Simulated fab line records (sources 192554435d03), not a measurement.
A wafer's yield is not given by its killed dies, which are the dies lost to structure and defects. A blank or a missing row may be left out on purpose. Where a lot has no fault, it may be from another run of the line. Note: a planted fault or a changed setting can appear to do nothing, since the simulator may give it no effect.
Split-lot experiment || flow n5 finfet || 21 wafers read across 7 lots, on a route 1938 steps long

## ON THE SPLIT
At N5_BEOL_M0_SAQP_DESCUM_45 (chemistry O2, time 7 s), the setting time s was moved away from the recipe's 7 s on 11 of the 21 wafers read, by -20.4% to +17.7%. This setting was run at the recipe's value on the other wafers.

The split's own step is where the reading is taken.

## THE READING
CAR-EUV_of_BEOL_M0_SAQP_COAT_34.thk nm (the simulator's own value, which no gauge read), in nm, at N5_BEOL_M0_SAQP_DESCUM_45 (chemistry O2, time 7 s). There is no usual value for it anywhere in the file. The 10 wafers here that ran the recipe average 26.0 nm, standard deviation 0.08 nm.

{"wafer": "L074.1", "tool, chamber at the split": "rie diel-04, 1", "time s as run, s": 7, "against the recipe": "recipe", "CAR-EUV_of_BEOL_M0_SAQP_COAT_34.thk nm, nm": 26, "against lot-mates on the recipe": "-"}
{"wafer": "L074.2", "tool, chamber at the split": "rie diel-04, 2,1", "time s as run, s": 8.241, "against the recipe": "+17.7%", "CAR-EUV_of_BEOL_M0_SAQP_COAT_34.thk nm, nm": 25.4, "against lot-mates on the recipe": -0.6}
{"wafer": "L074.6", "tool, chamber at the split": "rie diel-04, 2,1", "time s as run, s": 8.241, "against the recipe": "+17.7%", "CAR-EUV_of_BEOL_M0_SAQP_COAT_34.thk nm, nm": 25.4, "against lot-mates on the recipe": -0.6}
{"wafer": "L075.1", "tool, chamber at the split": "rie diel-05, 0", "time s as run, s": 7, "against the recipe": "recipe", "CAR-EUV_of_BEOL_M0_SAQP_COAT_34.thk nm, nm": 26.2, "against lot-mates on the recipe": "-"}
{"wafer": "L075.2", "tool, chamber at the split": "rie diel-05, 3,2", "time s as run, s": 7, "against the recipe": "recipe", "CAR-EUV_of_BEOL_M0_SAQP_COAT_34.thk nm, nm": 26, "against lot-mates on the recipe": "-"}
{"wafer": "L075.3", "tool, chamber at the split": "rie diel-05, 3,2", "time s as run, s": 7, "against the recipe": "recipe", "CAR-EUV_of_BEOL_M0_SAQP_COAT_34.thk nm, nm": 26, "against lot-mates on the recipe": "-"}
{"wafer": "L082.2", "tool, chamber at the split": "rie diel-04, 0", "time s as run, s": 7, "against the recipe": "recipe", "CAR-EUV_of_BEOL_M0_SAQP_COAT_34.thk nm, nm": 26, "against lot-mates on the recipe": "-"}
{"wafer": "L082.3", "tool, chamber at the split": "rie diel-04, 1", "time s as run, s": 5.933, "against the recipe": "-15.2%", "CAR-EUV_of_BEOL_M0_SAQP_COAT_34.thk nm, nm": 26.6, "against lot-mates on the recipe": "+0.6"}
{"wafer": "L082.5", "tool, chamber at the split": "rie diel-04, 2", "time s as run, s": 5.933, "against the recipe": "-15.2%", "CAR-EUV_of_BEOL_M0_SAQP_COAT_34.thk nm, nm": 26.4, "against lot-mates on the recipe": "+0.4"}
{"wafer": "L084.2", "tool, chamber at the split": "rie diel-02, 0,2,0", "time s as run, s": 5.569, "against the recipe": "-20.4%", "CAR-EUV_of_BEOL_M0_SAQP_COAT_34.thk nm, nm": 26.8, "against lot-mates on the recipe": "no lot-mate on the recipe"}
{"wafer": "L084.3", "tool, chamber at the split": "rie diel-02, 0,2,0", "time s as run, s": 5.569, "against the recipe": "-20.4%", "CAR-EUV_of_BEOL_M0_SAQP_COAT_34.thk nm, nm": 26.8, "against lot-mates on the recipe": "no lot-mate on the recipe"}
{"wafer": "L084.6", "tool, chamber at the split": "rie diel-02, 0,2,0", "time s as run, s": 5.569, "against the recipe": "-20.4%", "CAR-EUV_of_BEOL_M0_SAQP_COAT_34.thk nm, nm": 26.8, "against lot-mates on the recipe": "no lot-mate on the recipe"}
{"wafer": "L085.1", "tool, chamber at the split": "rie diel-02, 1", "time s as run, s": 7, "against the recipe": "recipe", "CAR-EUV_of_BEOL_M0_SAQP_COAT_34.thk nm, nm": 26, "against lot-mates on the recipe": "-"}
{"wafer": "L085.6", "tool, chamber at the split": "rie diel-02, 1", "time s as run, s": 7, "against the recipe": "recipe", "CAR-EUV_of_BEOL_M0_SAQP_COAT_34.thk nm, nm": 26, "against lot-mates on the recipe": "-"}
{"wafer": "L085.4", "tool, chamber at the split": "rie diel-02, 3", "time s as run, s": 7, "against the recipe": "recipe", "CAR-EUV_of_BEOL_M0_SAQP_COAT_34.thk nm, nm": 26.2, "against lot-mates on the recipe": "-"}
{"wafer": "L087.1", "tool, chamber at the split": "rie diel-04, 1,2", "time s as run, s": 8.106, "against the recipe": "+15.8%", "CAR-EUV_of_BEOL_M0_SAQP_COAT_34.thk nm, nm": 25.4, "against lot-mates on the recipe": -0.6}
{"wafer": "L087.5", "tool, chamber at the split": "rie diel-04, 1,2", "time s as run, s": 8.106, "against the recipe": "+15.8%", "CAR-EUV_of_BEOL_M0_SAQP_COAT_34.thk nm, nm": 25.4, "against lot-mates on the recipe": -0.6}
{"wafer": "L087.2", "tool, chamber at the split": "rie diel-04, 3", "time s as run, s": 7, "against the recipe": "recipe", "CAR-EUV_of_BEOL_M0_SAQP_COAT_34.thk nm, nm": 26, "against lot-mates on the recipe": "-"}
{"wafer": "L097.1", "tool, chamber at the split": "rie diel-04, 0", "time s as run, s": 7, "against the recipe": "recipe", "CAR-EUV_of_BEOL_M0_SAQP_COAT_34.thk nm, nm": 26, "against lot-mates on the recipe": "-"}
{"wafer": "L097.2", "tool, chamber at the split": "rie diel-04, 2,3", "time s as run, s": 7.46, "against the recipe": "+6.6%", "CAR-EUV_of_BEOL_M0_SAQP_COAT_34.thk nm, nm": 25.8, "against lot-mates on the recipe": -0.2}
{"wafer": "L097.5", "tool, chamber at the split": "rie diel-04, 2,3", "time s as run, s": 7.46, "against the recipe": "+6.6%", "CAR-EUV_of_BEOL_M0_SAQP_COAT_34.thk nm, nm": 25.8, "against lot-mates on the recipe": -0.2}
Rows listing several chambers each stand for several wafers; the file does not say which wafer went through which chamber.

FIT RESULTS
A straight line over all 21 wafers: CAR-EUV_of_BEOL_M0_SAQP_COAT_34.thk nm changes by -0.0364 nm for each +1% of time s; r = -0.99; the points scatter about the line by 0.075 nm.
The same after taking each lot's own level away (the mean of its wafers on the recipe; 18 wafers): -0.0345 nm for each +1%; r = -0.98; scatter 0.072 nm.
That fit puts the effect of the largest move of time s on the reading at 0.7 nm.
Measured against the standard deviation above, the lots' own levels, which go from 26.00 to 26.07 nm, span 0.8 times it.
Hence the lot-to-lot level has little effect on the slope; both slopes agree.
Check: -0.62 nm against its lot-mates is what the line predicts for one of the wafers moved furthest among these (+17.7%) when that wafer is left out of the fit. Against them it came out at -0.6 nm.

## ADDITIONAL SPLITS CARRIED BY THESE WAFERS
These wafers also went through other splits before the reading. Each is held against what the fit with the lots' levels taken away leaves over:
{"other split on the same wafers": "N5_GATE_CUT_COAT_34 spin rpm", "wafers away from the commonest value": 6, "r with CAR-EUV_of_BEOL_M0_SAQP_COAT_34.thk nm (lot level and that fit taken away)": -0.05}
{"other split on the same wafers": "N5_MOL_CONTACT_COAG_EXPOSE_05 dose mj", "wafers away from the commonest value": 6, "r with CAR-EUV_of_BEOL_M0_SAQP_COAT_34.thk nm (lot level and that fit taken away)": "+0.06"}
{"other split on the same wafers": "N5_MOL_CONTACT_COAG_ETCH_91 time s", "wafers away from the commonest value": 8, "r with CAR-EUV_of_BEOL_M0_SAQP_COAT_34.thk nm (lot level and that fit taken away)": "+0.07"}
{"other split on the same wafers": "N5_MOL_CONTACT_COAG_ETCHBACK_135 time s", "wafers away from the commonest value": 11, "r with CAR-EUV_of_BEOL_M0_SAQP_COAT_34.thk nm (lot level and that fit taken away)": "+0.31"}

## THE FILE'S OWN FIT
CAR-EUV_of_BEOL_M0_SAQP_COAT_34.thk nm changes by -0.0346 nm for each +1% of time s, r = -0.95.
